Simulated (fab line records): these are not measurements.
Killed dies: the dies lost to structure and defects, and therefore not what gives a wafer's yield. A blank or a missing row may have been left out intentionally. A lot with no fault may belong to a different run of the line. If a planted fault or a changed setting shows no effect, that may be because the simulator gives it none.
Chamber matching	flow n5_finfet	4 sister chambers for N5_BEOL_M6_ETCH_72 on rie_diel-01
The step etches underlayer in N2/H2, target depth 6.5 nm, time 5.2 s. 4 wafers are shown with their chamber, then 9 later ones without.

== EACH WAFER AND ITS CHAMBER ==
wafer	chamber	drypump_motor_current_A (A)
L090.5	2	5.4
L092.2	1	5.2
L092.4	3	6.0
L092.6	0	6.0

== WAFERS MISSING THEIR CHAMBER ==
wafer	drypump_motor_current_A (A)
L097.1	5.9
L097.2	5.4
L097.3	6.0
L097.4	5.2
L097.5	5.2
L097.6	5.4
L096.2	6.0
L096.4	5.9
L096.6	5.4

== WHICH CHAMBER EACH WENT THROUGH ==
wafer	from the rows above	in truth
L097.1	can't be placed: 0 or 3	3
L097.2	2	2
L097.3	can't be placed: 0 or 3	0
L097.4	1	1
L097.5	1	1
L097.6	2	2
L096.2	can't be placed: 0 or 3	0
L096.4	can't be placed: 0 or 3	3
L096.6	2	2
Correctly placed: 5 of 9. Not placeable from these rows: 4 (in 4, the candidates include the true chamber). Wrongly placed: 0.
How it was worked out, from the rows above alone: a wafer's distance from a chamber is the root of the sum, over the readings, of the square of ((its reading less the chamber's mean) divided by the reading's scatter). The wafer belongs to the nearest chamber; if the next one is less than 2 further off, it can't be placed. For every chamber, the mean is computed from those of its wafers that are shown. The scatter (one wafer shown for each chamber): square how far every hidden wafer sits from the nearest shown wafer, average those squares and take the square root.
